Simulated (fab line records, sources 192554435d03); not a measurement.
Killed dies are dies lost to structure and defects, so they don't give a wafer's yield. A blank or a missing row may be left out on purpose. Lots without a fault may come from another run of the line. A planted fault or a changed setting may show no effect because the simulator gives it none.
Chamber matching | flow n5_finfet | N5_BEOL_M7_STRIP_67 on rie_diel-02: 4 sister chambers
The step strips in CF4. 4 wafers are shown with their chamber, then 8 later ones without.

WAFERS WITH THEIR CHAMBER
wafer  | chamber | drypump_motor_current_A (A)
L078.6 | 1       | 5.7
L080.6 | 3       | 4.9
L088.1 | 2       | 6.3
L092.1 | 0       | 5.3

WAFERS WITHOUT THEIR CHAMBER
wafer  | drypump_motor_current_A (A)
L092.2 | 4.9
L092.6 | 6.3
L094.1 | 6.4
L094.4 | 5.7
L094.5 | 5.3
L097.1 | 5.0
L097.3 | 5.7
L097.6 | 5.7

WHICH CHAMBER EACH WENT THROUGH
wafer  | from the rows above | in truth
L092.2 | 3                   | 3
L092.6 | 2                   | 2
L094.1 | 2                   | 2
L094.4 | 1                   | 1
L094.5 | 0                   | 0
L097.1 | 3                   | 3
L097.3 | 1                   | 1
L097.6 | 1                   | 1
Placed correctly: 8 of 8. Can't be placed from these rows: 0. Placed wrongly: 0.
How it was worked out, from the rows above alone: a wafer's distance from a chamber is the root of the sum, over the readings, of the square of ((its reading less the chamber's mean) divided by the reading's scatter). The wafer belongs to the nearest chamber; if the next one is less than 2 further off, it can't be placed. A chamber's mean is the mean of its shown wafers. The scatter: with one shown wafer a chamber, the root of the mean of the squares of how far each hidden wafer lies from its nearest shown one.
